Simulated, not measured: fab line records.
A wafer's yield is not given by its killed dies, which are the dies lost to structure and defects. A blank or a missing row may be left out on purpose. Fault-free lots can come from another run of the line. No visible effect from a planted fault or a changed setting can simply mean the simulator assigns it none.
Matching of chambers | flow n5Finfet | N5_DUMMY_REMOVAL_STRIP_10 on rieDiel-05: 4 sister chambers
The step strips in N2/H2, time 40 s. 4 wafers are shown with their chamber, then 8 later ones without.

EACH WAFER AND ITS CHAMBER
wafer  | chamber | showerheadPlenumPTorr (Torr)
L087.2 | 3       | 3.48
L087.5 | 0       | 3.27
L088.3 | 2       | 3.42
L091.1 | 1       | 3.40

WAFERS MISSING THEIR CHAMBER
wafer  | showerheadPlenumPTorr (Torr)
L091.5 | 3.27
L091.6 | 3.40
L094.2 | 3.27
L094.4 | 3.47
L094.6 | 3.40
L096.1 | 3.41
L096.5 | 3.47
L096.6 | 3.41

CHAMBER TAKEN BY EACH
wafer  | from the rows above     | in truth
L091.5 | 0                       | 0
L091.6 | 1                       | 1
L094.2 | 0                       | 0
L094.4 | 3                       | 3
L094.6 | 1                       | 1
L096.1 | can't be placed: 2 or 1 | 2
L096.5 | 3                       | 3
L096.6 | can't be placed: 2 or 1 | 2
Placed correctly: 6 of 8. From these rows, 2 cannot be placed; in 2 the true chamber is one of the candidates. Placed wrongly: 0.
How it was worked out, from the rows above alone: a wafer's distance from a chamber is the root of the sum, over the readings, of the square of ((its reading less the chamber's mean) divided by the reading's scatter). If the next closest chamber is less than 2 further off than the closest, the wafer can't be placed; otherwise it belongs to the closest. A chamber's mean is the mean of its shown wafers. The scatter: with one shown wafer a chamber, the root of the mean of the squares of how far each hidden wafer lies from its nearest shown one.
